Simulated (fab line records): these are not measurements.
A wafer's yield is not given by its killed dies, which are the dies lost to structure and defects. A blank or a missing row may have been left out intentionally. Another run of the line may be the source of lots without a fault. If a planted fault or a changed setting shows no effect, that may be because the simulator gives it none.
fab line records    flow n5_finfet
record lots=6  wafers=18  last_day=18
route steps=1938 shown BEOL_M3@992 BEOL_M4@1111 PASSIVATION@1936
lots that met no fault: from a run of the same line without faults
start_h: start of the lot's first displayed wafer, in hours after the record's first day    wait_h: hours since the lot's step before    " the same as in the row above    L1.1+2: one row covering several wafers at once    - either no value or no given start    * or withheld: withheld    < > ~ a bound
route shown NAME@n: a module of which the file shows steps, and the number in the route of the first    usual: average and standard deviation across the fault-free wafers    same: alike in all rows    chamber/n: place in a boat    sites: the reading at each site    _std_site: how widely they spread, as a standard deviation    _edge_site: the outer-site mean with the inner-site mean subtracted    radius_mm: for every site, how far away it sits from the centre of the wafer    mask NAME#n: copy n    behind: the most recent tool/chamber to have shaped the wafer    hold: cause of the lot's hold/its duration in hours/its outcome    device: names the non-switching transistor (n, p or np)    end of line: tests of these same wafers at the route's end    a step without rows: its recipe alone    killed: count of dies lost to structure and defects at first sort (not the wafer's yield)    map: the dies of a wafer, with x for killed, . for not killed, _ for no die there
set.NAME: the setting the step ran with; set.NAME@STEP: the setting that earlier step ran with    model.NAME: the simulator's own value behind a step, which no gauge read
lots at some steps of the route; a table a step, a row a wafer
services: from which hour (start_h, from the record's first day; less than 0 if before it) a tool's chamber was out of use, for how many hours, and why
## steps
# step N5_BEOL_M3_SURFACE_TREAT_85
# recipe gas=Ar  time_s=*  ion_energy_ev=*  ion_current_ma_cm2=0.5  pressure_mtorr=*  ar_flow_sccm=30
# usual throttle_valve_pct=*
lot.wafer  tool            chamber  start_h  wait_h  throttle_valve_pct
L829.2     pvd_sputter-02  -        180.13   0.1     *
L829.4     "               -        "        "       *
L829.5     "               -        "        "       *
L837.2     pvd_sputter-01  -        217.93   0.1     *
L837.3     "               -        "        "       *
L837.4     "               -        "        "       *
L840.2     pvd_sputter-02  -        253.63   0.2     *
L840.3     "               -        "        "       *
L840.6     "               -        "        "       *
L843.1     pvd_sputter-03  -        256.23   0.1     *
L843.2     "               -        "        "       *
L843.5     "               -        "        "       *
L848.1     pvd_sputter-03  -        286.42   0.3     *
L848.3     "               -        "        "       *
L848.4     "               -        "        "       *
L849.4     pvd_sputter-03  -        304.03   0.3     *
L849.5     "               -        "        "       *
L849.6     "               -        "        "       *
# step N5_BEOL_M3_CVD_47
# recipe material=Co  target_thk_a=30  temp_c=withheld  precursor=CCTBA/H2  pressure_torr=30  time_s=223.8
# step N5_BEOL_M3_SPUTTER_48
# recipe material=Cu  target_thk_a=45  temp_c=-20  chamber_pressure_pa=0.07  power_w=withheld  time_s=8.29
# step N5_BEOL_M3_ANNEAL_49
# recipe temp_c=400  time_s=240  ambient=vacuum
# usual heater_power_w=824/100
lot.wafer  tool            chamber  start_h  wait_h  heater_power_w
L829.2     pvd_sputter-02  -        180.43   0.0     1046
L829.4     "               -        "        "       789
L829.5     "               -        "        "       749
L837.2     pvd_sputter-01  -        218.25   0.0     807
L837.3     "               -        "        "       931
L837.4     "               -        "        "       779
L840.2     pvd_sputter-02  -        254.05   0.0     808
L840.3     "               -        "        "       1057
L840.6     "               -        "        "       797
L843.1     pvd_sputter-01  -        256.58   0.0     926
L843.2     "               -        "        "       808
L843.5     "               -        "        "       921
L848.1     pvd_sputter-02  -        289.91   0.0     732
L848.3     "               -        "        "       799
L848.4     "               -        "        "       772
L849.4     pvd_sputter-02  -        305.11   0.1     785
L849.5     "               -        "        "       803
L849.6     "               -        "        "       756
# step N5_BEOL_M3_SPUTTER_79
# recipe material=Cu  target_thk_a=45  temp_c=-20  chamber_pressure_pa=0.07  power_w=withheld  time_s=8.29
# step N5_BEOL_M3_ANNEAL_80
# recipe temp_c=400  time_s=240  ambient=vacuum
# usual heater_power_w=826/110
lot.wafer  tool            chamber  start_h  wait_h  heater_power_w
L829.2     pvd_sputter-02  -        180.65   0.0     1070
L829.4     "               -        "        "       772
L829.5     "               -        "        "       717
L837.2     pvd_sputter-01  -        218.47   0.0     802
L837.3     "               -        "        "       916
L837.4     "               -        "        "       795
L840.2     pvd_sputter-02  -        254.27   0.0     782
L840.3     "               -        "        "       1088
L840.6     "               -        "        "       805
L843.1     pvd_sputter-01  -        256.80   0.0     927
L843.2     "               -        "        "       817
L843.5     "               -        "        "       944
L848.1     pvd_sputter-02  -        290.13   0.0     727
L848.3     "               -        "        "       781
L848.4     "               -        "        "       759
L849.4     pvd_sputter-02  -        305.51   0.0     809
L849.5     "               -        "        "       793
L849.6     "               -        "        "       773
# step N5_BEOL_M3_SPUTTER_81
# recipe material=Cu  target_thk_a=45  temp_c=-20  chamber_pressure_pa=0.07  power_w=withheld  time_s=8.29
# step N5_BEOL_M3_ANNEAL_82
# recipe temp_c=400  time_s=240  ambient=vacuum
# usual heater_power_w=823/110
lot.wafer  tool            chamber  start_h  wait_h  heater_power_w
L829.2     pvd_sputter-02  -        180.87   0.0     1060
L829.4     "               -        "        "       762
L829.5     "               -        "        "       729
L837.2     pvd_sputter-01  -        218.69   0.0     800
L837.3     "               -        "        "       926
L837.4     "               -        "        "       791
L840.2     pvd_sputter-02  -        254.49   0.0     791
L840.3     "               -        "        "       1046
L840.6     "               -        "        "       792
L843.1     pvd_sputter-01  -        257.02   0.0     913
L843.2     "               -        "        "       807
L843.5     "               -        "        "       954
L848.1     pvd_sputter-02  -        290.35   0.0     728
L848.3     "               -        "        "       788
L848.4     "               -        "        "       757
L849.4     pvd_sputter-02  -        305.76   0.0     803
L849.5     "               -        "        "       804
L849.6     "               -        "        "       757
# step N5_BEOL_M3_SPUTTER_86
# recipe material=Cu  target_thk_a=45  temp_c=-20  chamber_pressure_pa=0.07  power_w=withheld  time_s=8.29
# usual chamber_pressure_pa=0.07001/0.00013  chuck_gas_flow_sccm=1.26/0.057  throttle_valve_pct=30.3/1.3
lot.wafer  tool            chamber  start_h  wait_h  chamber_pressure_pa  chuck_gas_flow_sccm  throttle_valve_pct
L829.2     pvd_sputter-02  -        181.01   0.1     0.07002              1.21                 30.6
L829.4     "               -        "        "       0.0698               1.24                 28.7
L829.5     "               -        "        "       0.06989              1.24                 31.1
L837.2     pvd_sputter-01  -        218.83   0.1     0.06987              1.22                 32.1
L837.3     "               -        "        "       0.07008              1.31                 31.5
L837.4     "               -        "        "       0.07001              1.39                 30.5
L840.2     pvd_sputter-02  -        254.63   0.1     0.07006              1.33                 30.4
L840.3     "               -        "        "       0.07024              1.21                 30.5
L840.6     "               -        "        "       0.07002              1.29                 30.1
L843.1     pvd_sputter-01  -        257.16   0.1     0.06993              1.25                 31.4
L843.2     "               -        "        "       0.06988              1.17                 31.8
L843.5     "               -        "        "       0.07001              1.28                 31.6
L848.1     pvd_sputter-02  -        290.49   0.1     0.07011              1.26                 30.9
L848.3     "               -        "        "       0.07017              1.33                 30.2
L848.4     "               -        "        "       0.06987              1.22                 28.8
L849.4     pvd_sputter-02  -        305.92   0.1     0.07012              1.34                 30.2
L849.5     "               -        "        "       0.07011              1.29                 30.0
L849.6     "               -        "        "       0.07017              1.32                 29.1
# step N5_BEOL_M3_ANNEAL_87
# recipe temp_c=400  time_s=240  ambient=vacuum
# step N5_BEOL_M3_SPUTTER_88
# recipe material=Cu  target_thk_a=45  temp_c=-20  chamber_pressure_pa=0.07  power_w=withheld  time_s=8.29
# step N5_BEOL_M3_ANNEAL_89
# recipe temp_c=400  time_s=240  ambient=vacuum
# step N5_BEOL_M3_SPUTTER_90
# recipe material=Cu  target_thk_a=45  temp_c=-20  chamber_pressure_pa=0.07  power_w=withheld  time_s=8.29
# usual chamber_pressure_pa=0.06999/0.00014  chuck_gas_flow_sccm=1.26/0.052  throttle_valve_pct=30.4/1.3
lot.wafer  tool            chamber  start_h  wait_h  chamber_pressure_pa  chuck_gas_flow_sccm  throttle_valve_pct
L829.2     pvd_sputter-02  -        181.45   0.1     0.07005              1.31                 30.8
L829.4     "               -        "        "       0.06979              1.28                 29.1
L829.5     "               -        "        "       0.06971              1.30                 31.1
L837.2     pvd_sputter-01  -        219.27   0.1     0.06984              1.29                 32.0
L837.3     "               -        "        "       0.07002              1.27                 31.4
L837.4     "               -        "        "       0.07006              1.29                 30.2
L840.2     pvd_sputter-02  -        255.07   0.1     -                    -                    -
L840.3     "               -        "        "       -                    -                    -
L840.6     "               -        "        "       -                    -                    -
L843.1     pvd_sputter-01  -        257.60   0.1     -                    -                    -
L843.2     "               -        "        "       -                    -                    -
L843.5     "               -        "        "       -                    -                    -
L848.1     pvd_sputter-02  -        290.93   0.1     0.07016              1.18                 31.1
L848.3     "               -        "        "       0.06975              1.27                 30.1
L848.4     "               -        "        "       0.07015              1.06                 29.0
L849.4     pvd_sputter-02  -        306.41   0.1     0.06999              1.35                 30.2
L849.5     "               -        "        "       0.07003              1.27                 30.0
L849.6     "               -        "        "       0.07023              1.28                 29.0
# step N5_BEOL_M3_ANNEAL_91
# recipe temp_c=400  time_s=240  ambient=vacuum
# step N5_BEOL_M4_RC_MEAS_101
# usual DIBL_N=35.7/1.5  DIBL_P=35.7/2  IOFF_N=0.155/0.026  IOFF_P=0.20/0.031  ION_N=675/11  ION_P=462/7.1  SS_N=71.3/0.57  SS_P=73.1/0.56  VT_N=250/3  VT_P=-251/3
lot.wafer  tool       chamber  start_h  wait_h  DIBL_N[mV/V]  DIBL_P[mV/V]  IOFF_N[nA/um]  IOFF_P[nA/um]  ION_N[uA/um]  ION_P[uA/um]  SS_N[mV/dec]  SS_P[mV/dec]  VT_N[mV]  VT_P[mV]
L829.2     prober-01  0        195.33   0.2     37.9          37.7          0.196          0.27           697           470           72.5          73.8          247       -247
L829.4     "          0        "        "       36.5          35.2          0.153          0.23           669           464           72.6          73.1          251       -247
L829.5     "          0        "        "       33.7          32.2          0.122          0.18           665           457           70.8          72.2          251       -252
L837.2     prober-02  0        233.88   0.2     35.6          34.6          0.150          0.19           675           460           71.9          73.2          249       -251
L837.3     "          0        "        "       35.5          34.0          0.138          0.18           673           461           70.7          73.1          252       -253
L837.4     "          0        "        "       35.2          33.9          0.131          0.18           662           459           71.0          72.7          253       -251
L843.1     prober-01  0        267.55   0.0     35.5          36.5          0.166          0.21           687           470           71.1          73.8          247       -251
L843.2     "          0        "        "       35.3          35.9          0.150          0.20           666           460           71.5          72.9          248       -250
L843.5     "          0        "        "       35.6          37.2          0.169          0.22           693           479           70.9          72.7          243       -249
L840.2     prober-02  0        267.79   0.2     36.0          36.6          0.160          0.20           685           466           71.1          72.7          250       -255
L840.3     "          0        "        "       36.8          38.3          0.181          0.24           685           469           71.4          73.9          247       -249
L840.6     "          0        "        "       36.5          37.4          0.172          0.21           683           464           71.3          73.3          247       -251
L848.1     prober-01  0        311.54   0.0     35.2          36.7          0.138          0.18           667           453           70.6          72.6          251       -255
L848.3     "          0        "        "       36.4          37.6          0.163          0.20           668           456           71.3          72.7          248       -251
L848.4     "          0        "        "       36.4          38.7          0.166          0.21           689           468           71.1          73.5          246       -253
L849.4     prober-02  0        320.53   0.5     37.1          38.4          0.175          0.22           669           457           71.6          73.4          249       -252
L849.5     "          0        "        "       35.9          37.9          0.164          0.20           681           462           71.2          73.8          250       -252
L849.6     "          0        "        "       38.2          40.2          0.214          0.26           680           464           72.1          74.0          244       -248
# step N5_PASSIVATION_PROBE_49
# usual defect_limited_yield=91.4/1.5  killed_at_M0_to_M3=34/10  killed_at_M4_up=15/6  killed_at_contacts=12/6  killed_at_front_end=37/11  killed_at_other=3.3/2.8  killed_dies=101/18  killed_open=66/14  killed_short=33/7.8  sort_bin_5_function=5.0/0.97  sort_bin_6_memory=3.2/0.72  sort_bin_8_speed=0.00/0.01  sort_n_pass=1079/18  sort_yield_pct=91.4/1.5
# same gross_dies=1180  killed_at_back_side=0  sort_bin_4_leakage[%]=0
lot.wafer  tool       chamber  start_h  wait_h  defect_limited_yield[%]  killed_at_M0_to_M3  killed_at_M4_up  killed_at_contacts  killed_at_front_end  killed_at_other  killed_dies  killed_open  killed_short  sort_bin_5_function[%]  sort_bin_6_memory[%]  sort_bin_8_speed[%]  sort_n_pass  sort_yield_pct[%]
L837.2     prober-01  -        347.97   0.1     92.5                     23                  31               7                   27                   1                89           56           32            4.7                     2.5                   0                    1091         92.5
L837.3     prober-01  -        348.02   0.1     90.8                     31                  22               9                   44                   2                108          72           35            5.7                     3.1                   0                    1072         90.8
L837.4     prober-01  -        348.07   0.2     91.5                     32                  18               10                  38                   2                100          65           33            5.4                     2.5                   0                    1080         91.5
L840.2     prober-02  -        386.50   0.1     91.3                     42                  16               11                  32                   2                103          64           33            5.4                     3.1                   0                    1077         91.3
L840.3     prober-02  -        386.55   0.1     90.5                     52                  24               12                  20                   4                112          70           32            5.8                     3.5                   0                    1068         90.5
L840.6     prober-02  -        386.70   0.3     92.1                     39                  19               5                   28                   2                93           57           24            4.3                     2.8                   0                    1087         92.1
L843.1     prober-02  -        387.64   0.0     89.7                     35                  21               19                  44                   2                121          86           28            5.8                     4.3                   0                    1059         89.7
L843.2     prober-02  -        387.69   0.1     91.2                     26                  18               10                  46                   4                104          60           35            4.2                     4.4                   0                    1076         91.2
L843.5     prober-02  -        387.84   0.2     91.6                     20                  19               12                  46                   2                99           66           23            5.5                     2.8                   0                    1081         91.6
# killed by level:class
L837.2 BEOL_M4:geometric_particle:open=18 FIN_SAQP:geometric_particle:short=10 FIN_SAQP:geometric_particle:open=6 STI_FIN_REVEAL:geometric_particle:open=6 MOL_CONTACT_COAG:geometric_particle:open=6 BEOL_M0_SAQP:geometric_particle:short=5 BEOL_M3:geometric_particle:open=5 BEOL_M4:geometric_particle:short=5
L837.3 FIN_SAQP:geometric_particle:open=20 BEOL_M4:geometric_particle:open=12 FIN_SAQP:geometric_particle:short=8 MOL_CONTACT_COAG:geometric_particle:open=8 BEOL_M0_SAQP:geometric_particle:short=8 BEOL_M3:geometric_particle:open=6 BEOL_M0_SAQP:geometric_particle:open=5 BEOL_M4:geometric_particle:short=5
L837.4 FIN_SAQP:geometric_particle:open=11 BEOL_M0_SAQP:geometric_particle:open=11 MOL_CONTACT_COAG:geometric_particle:open=9 STI_FIN_REVEAL:geometric_particle:open=7 BEOL_M4:geometric_particle:open=7 BEOL_M0_SAQP:geometric_particle:short=6 BEOL_M3:geometric_particle:open=6 FIN_SAQP:geometric_particle:short=5
L840.2 FIN_SAQP:geometric_particle:open=11 BEOL_M2:geometric_particle:open=11 MOL_CONTACT_COAG:geometric_particle:open=9 FIN_SAQP:geometric_particle:short=8 BEOL_M0_SAQP:geometric_particle:open=8 BEOL_M3:geometric_particle:open=8 BEOL_M4:geometric_particle:open=7 BEOL_M0_SAQP:geometric_particle:short=5
L840.3 BEOL_M4:geometric_particle:open=14 BEOL_M2:geometric_particle:open=11 MOL_CONTACT_COAG:geometric_particle:open=10 BEOL_M0_SAQP:geometric_particle:short=10 BEOL_M0_SAQP:geometric_particle:open=9 BEOL_M3:interface_void_opened=7 BEOL_M1:geometric_particle:open=6 GATE_CUT:geometric_particle:open=4
L840.6 BEOL_M2:geometric_particle:open=18 BEOL_M5:geometric_particle:open=7 BEOL_M3:interface_void_opened=6 BEOL_M0_SAQP:geometric_particle:short=5 BEOL_M0_SAQP:geometric_particle:open=4 BEOL_M4:geometric_particle:open=4 STARTING-WAFER:geometric_particle:open=4 HKMG_FIN:area_etch=4
L843.1 STI_FIN_REVEAL:geometric_particle:open=21 MOL_CONTACT_COAG:geometric_particle:open=16 BEOL_M4:geometric_particle:open=13 BEOL_M2:geometric_particle:open=10 BEOL_M3:geometric_particle:open=6 FIN_SAQP:geometric_particle:short=5 BEOL_M0_SAQP:geometric_particle:open=5 STI_FIN_REVEAL:geometric_particle:short=4
L843.2 STI_FIN_REVEAL:geometric_particle:open=17 BEOL_M3:interface_void_opened=8 MOL_CONTACT_COAG:geometric_particle:open=7 FIN_SAQP:geometric_particle:open=5 FIN_SAQP:geometric_particle:short=5 BEOL_M0_SAQP:geometric_particle:open=5 BEOL_M0_SAQP:geometric_particle:short=5 BEOL_M4:geometric_particle:open=5
L843.5 FIN_SAQP:geometric_particle:open=16 MOL_CONTACT_COAG:geometric_particle:open=11 BEOL_M4:geometric_particle:open=9 STI_FIN_REVEAL:geometric_particle:open=8 BEOL_M3:interface_void_opened=7 BEOL_M0_SAQP:geometric_particle:short=5 STARTING-WAFER:geometric_particle:open=5 BEOL_M1:geometric_particle:open=4
## services
tool            chamber  start_h  hours  kind
pvd_sputter-03  -        178.36   1.0    repair
## key
first_sign step=N5_BEOL_M3_SPUTTER_90  reading=tool_record  direction=missing
effect none on later readings
met_at N5_BEOL_M3_SPUTTER_90
struck_wafers L840.2,L840.3,L840.6,L843.1,L843.2,L843.5
onset_between 219.27 255.07
fault kind=skipped_step_whole  tool=pvd_sputter-01,pvd_sputter-02  chamber=-  onset_h=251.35  steps=N5_BEOL_M3_SPUTTER_90  scope=struck_lots_only
